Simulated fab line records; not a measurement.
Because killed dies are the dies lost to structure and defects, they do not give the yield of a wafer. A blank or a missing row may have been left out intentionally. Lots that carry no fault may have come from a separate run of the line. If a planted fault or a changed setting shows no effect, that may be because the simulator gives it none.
Lot-split experiment ; flow n5Finfet ; 39 wafers read across 7 lots, on a route 1938 steps long

SPLIT DETAILS
At N5_BEOL_M6_ALD_77 (deposits TaN, target thk 2 nm, pulse time 2 s, purge time 3 s), the setting aldCycles was moved away from the recipe's 40 on 15 of the 39 wafers read, by -55.0% to +60.0%. All remaining wafers had this setting at the recipe value.

The reading is taken at the split's own step.

THE READING
TaN_of_BEOL_M6_ALD_77.thkNm (the simulator's own value, which no gauge read), in nm, at N5_BEOL_M6_ALD_77 (deposits TaN, target thk 2 nm, pulse time 2 s, purge time 3 s). No usual value for it is given in the file.

wafer;tool, chamber at the split;aldCycles as run;against the recipe;TaN_of_BEOL_M6_ALD_77.thkNm, nm;against lot-mates on the recipe
L074.1;aldMetal-03, 0,3,1,2,1,2;40;recipe;2;-
L074.2;aldMetal-03, 0,3,1,2,1,2;40;recipe;2;-
L074.3;aldMetal-03, 0,3,1,2,1,2;40;recipe;2;-
L074.4;aldMetal-03, 0,3,1,2,1,2;40;recipe;2;-
L074.5;aldMetal-03, 0,3,1,2,1,2;40;recipe;2;-
L074.6;aldMetal-03, 0,3,1,2,1,2;40;recipe;2;-
L075.1;aldMetal-02, 1,3,0;40;recipe;2;-
L075.2;aldMetal-02, 1,3,0;40;recipe;2;-
L075.6;aldMetal-02, 1,3,0;40;recipe;2;-
L075.3;aldMetal-02, 2,0,1;19;-52.5%;1;-1.0
L075.4;aldMetal-02, 2,0,1;19;-52.5%;1;-1.0
L075.5;aldMetal-02, 2,0,1;19;-52.5%;1;-1.0
L082.1;aldMetal-02, 1,3,0;40;recipe;2;-
L082.5;aldMetal-02, 1,3,0;40;recipe;2;-
L082.6;aldMetal-02, 1,3,0;40;recipe;2;-
L082.2;aldMetal-02, 2,3,0;49;+22.5%;2.4;+0.4
L082.3;aldMetal-02, 2,3,0;49;+22.5%;2.4;+0.4
L082.4;aldMetal-02, 2,3,0;49;+22.5%;2.4;+0.4
L089.1;aldMetal-02, 1,1,0;40;recipe;2;-
L089.5;aldMetal-02, 1,1,0;40;recipe;2;-
L089.6;aldMetal-02, 1,1,0;40;recipe;2;-
L089.2;aldMetal-02, 2,3,0;64;+60.0%;3.2;+1.2
L089.3;aldMetal-02, 2,3,0;64;+60.0%;3.2;+1.2
L089.4;aldMetal-02, 2,3,0;64;+60.0%;3.2;+1.2
L088.1;aldMetal-03, 0,3,3;18;-55.0%;0.8;-1.2
L088.4;aldMetal-03, 0,3,3;18;-55.0%;0.8;-1.2
L088.5;aldMetal-03, 0,3,3;18;-55.0%;0.8;-1.2
L088.2;aldMetal-03, 2,1,2;40;recipe;2;-
L088.3;aldMetal-03, 2,1,2;40;recipe;2;-
L088.6;aldMetal-03, 2,1,2;40;recipe;2;-
L087.1;aldMetal-03, 3,2,1;40;recipe;2;-
L087.3;aldMetal-03, 3,2,1;40;recipe;2;-
L087.6;aldMetal-03, 3,2,1;40;recipe;2;-
L087.2;aldMetal-03, 0,1,0;23;-42.5%;1.2;-0.8
L087.4;aldMetal-03, 0,1,0;23;-42.5%;1.2;-0.8
L087.5;aldMetal-03, 0,1,0;23;-42.5%;1.2;-0.8
L094.1;aldMetal-02, 3,1,2;40;recipe;2;-
L094.3;aldMetal-02, 3,1,2;40;recipe;2;-
L094.4;aldMetal-02, 3,1,2;40;recipe;2;-
The file does not say which wafer passed through which chamber wherever a row lists several chambers: such a row stands for several wafers.

THE FIT
A straight line over all 39 wafers: TaN_of_BEOL_M6_ALD_77.thkNm changes by +0.0199 nm for each +1% of aldCycles; r = +1.00; the points scatter about the line by 0.037 nm.
The same after taking each lot's own level away (the mean of its wafers on the recipe; 39 wafers): +0.0199 nm for each +1%; r = +1.00; scatter 0.037 nm.
The reading moves by 1.2 nm for the largest change in aldCycles, on that fit.
The lots' own levels span 2.00 to 2.00 nm.
The two slopes are in agreement: the lot-to-lot level therefore moves the slope only a little.
Check: for one of the wafers moved furthest among these (+60.0%), held out of the fit, the line's prediction against its lot-mates is +1.19 nm. It came out at +1.2 nm against them.

ADDITIONAL SPLITS CARRIED BY THESE WAFERS
Other splits were also applied to these wafers ahead of the reading. Each is held against what the fit with the lots' levels taken away leaves over:
other split on the same wafers;wafers away from the commonest value;r with TaN_of_BEOL_M6_ALD_77.thkNm (lot level and that fit taken away)
N5_FIN_SAQP_HM_DEP_03 timeS;9;+0.18
N5_DUMMY_GATE_ETCH_32 timeS;12;+0.11
N5_MOL_CONTACT_COAG_ALD_133 aldCycles;12;+0.17
N5_BEOL_M0_TRENCH_ETCH_107 targetDepthA;9;+0.30

FILE'S OWN FIT
TaN_of_BEOL_M6_ALD_77.thkNm changes by +0.02 nm for each +1% of aldCycles, r = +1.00.
